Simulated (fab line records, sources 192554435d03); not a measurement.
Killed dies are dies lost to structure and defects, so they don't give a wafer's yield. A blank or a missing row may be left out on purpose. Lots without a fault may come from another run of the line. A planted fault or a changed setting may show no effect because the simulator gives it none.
Problem report in the 8D (eight disciplines) form, filled by code | flow n5_finfet | the parts of the form that need people (team, actions taken, sign-off) are left out

1. THE PROBLEM
thk_nm at N5_FIN_SAQP_THK_MEAS_07 reads a mean of 94.6 nm on 5 wafers of 3 lots; wafers without a fault read 60.1 nm with a standard deviation of 0.8. That is +43 standard deviations from the usual mean.
First seen on wafer L616.4, day 5 15:13, on film_metro-02. The record holds 27 wafers of 9 lots with a number at this step. Rule for "out", or "out of limits": more than 4 standard deviations from the usual mean. The other wafers with a number count as sound.

2. WHAT IT IS AND WHAT IT IS NOT
question                    | is                                     | is not
which readings at this step | thk_nm                                 | -
which lots                  | L616, L621, L622                       | L602, L603, L607, L615, L623, L624
which wafers of those lots  | L616.4, L621.2, L621.5, L622.3, L622.4 | L616.1, L616.5, L621.3, L622.1
read on which gauges        | film_metro-02                          | film_metro-01
when                        | from day 5 15:13                       | up to then (14 sound wafers); but 8 sound wafers of L621, L622, L623, L624 came after

3. SUSPECTS, AND WHAT RULES EACH OUT
Counting: a tool at a process step up to the reading stays a suspect if it ran every lot that is out. Sound lots after the first of them don't rule it out here, since some wafers of a struck lot are sound.
- the gauge at N5_FIN_SAQP_THK_MEAS_07: ruled out. All the wafers that are out were read on film_metro-02, but those of them that N5_FIN_SAQP_MANDREL_ETCH_22 has rows for are out there too, on other tools.
- pecvd-04 at N5_FIN_SAQP_PECVD_48 (deposits SiNx from SiH4/NH3/N2, target thk 25 nm, time 22.1 s): kept. It ran every lot that is out, first L616 (day 5 15:05); its last sound lot up to then is L615 (day 5 11:12).
- pecvd-04 at N5_FIN_SAQP_PECVD_06 (deposits a-Si from SiH4/He, target thk 60 nm, time 48.1 s): kept. It ran every lot that is out, first L616 (day 5 15:08); its last sound lot up to then is L615 (day 5 11:16).
- Within pecvd-04 at N5_FIN_SAQP_PECVD_48: the wafers that are out ran in chamber 0; their sound lot-mates ran in chambers 1, 2.
- Within pecvd-04 at N5_FIN_SAQP_PECVD_06: the wafers that are out ran in chamber 0; their sound lot-mates ran in chambers 1, 2.
Left after counting: pecvd-04 at N5_FIN_SAQP_PECVD_48, pecvd-04 at N5_FIN_SAQP_PECVD_06.

4. THE CAUSE (what the simulator had put in)
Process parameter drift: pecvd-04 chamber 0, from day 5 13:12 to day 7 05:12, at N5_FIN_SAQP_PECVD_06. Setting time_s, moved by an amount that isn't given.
Counting left 2 suspects, and this tool is among them.

5. THE CHAIN OF EFFECTS, in route order
Each row: a reading whose mean over the struck wafers that have a number lies more than 3 standard deviations from the usual. Only readings for which the record gives a usual standard deviation are gone through. hours: the time from each lot's start at the first step in this table that gives one to its start at this step, as a median over the lots. sigmas: the change in usual standard deviations.
hours | step                        | reading             | usual      | on struck wafers | change | sigmas
0     | N5_FIN_SAQP_THK_MEAS_07     | thk_nm              | 60.1 nm    | 94.6             | +34.5  | +43
1     | N5_FIN_SAQP_MANDREL_ETCH_22 | oes_product_au      | 0.768 a.u. | 0.993            | +0.225 | +17
6     | N5_FIN_SAQP_INSPECT_40      | raw_defect_count    | 218        | 1886             | +1668  | +30
264   | N5_PASSIVATION_PROBE_49     | killed_at_front_end | 41         | 1098             | +1057  | +96
264   | N5_PASSIVATION_PROBE_49     | killed_dies         | 107        | 1164             | +1057  | +62
264   | N5_PASSIVATION_PROBE_49     | killed_on_rim       | 14         | 148              | +134   | +31
The process steps in it:
- N5_FIN_SAQP_MANDREL_ETCH_22: etches a-Si in HBr/Cl2, stops on SiNx, target depth 60 nm, bt time 10 s, time 30 s.
- N5_PASSIVATION_PROBE_49

6. WHAT WOULD HAVE CAUGHT IT SOONER
In this record the first reading out of limits at a measuring or inspecting step was taken at day 5 15:13, 2 hours after the fault began at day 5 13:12.
Of the tool readings at N5_FIN_SAQP_PECVD_06 for which the record gives a usual standard deviation, none was out on any struck wafer, so an alarm limit of 4 standard deviations on them would not have fired.
Of the lots that are out (3), L621, L622 began N5_FIN_SAQP_PECVD_06 on pecvd-04 after day 5 15:13. A hold on the tool at that time would have spared those 2.
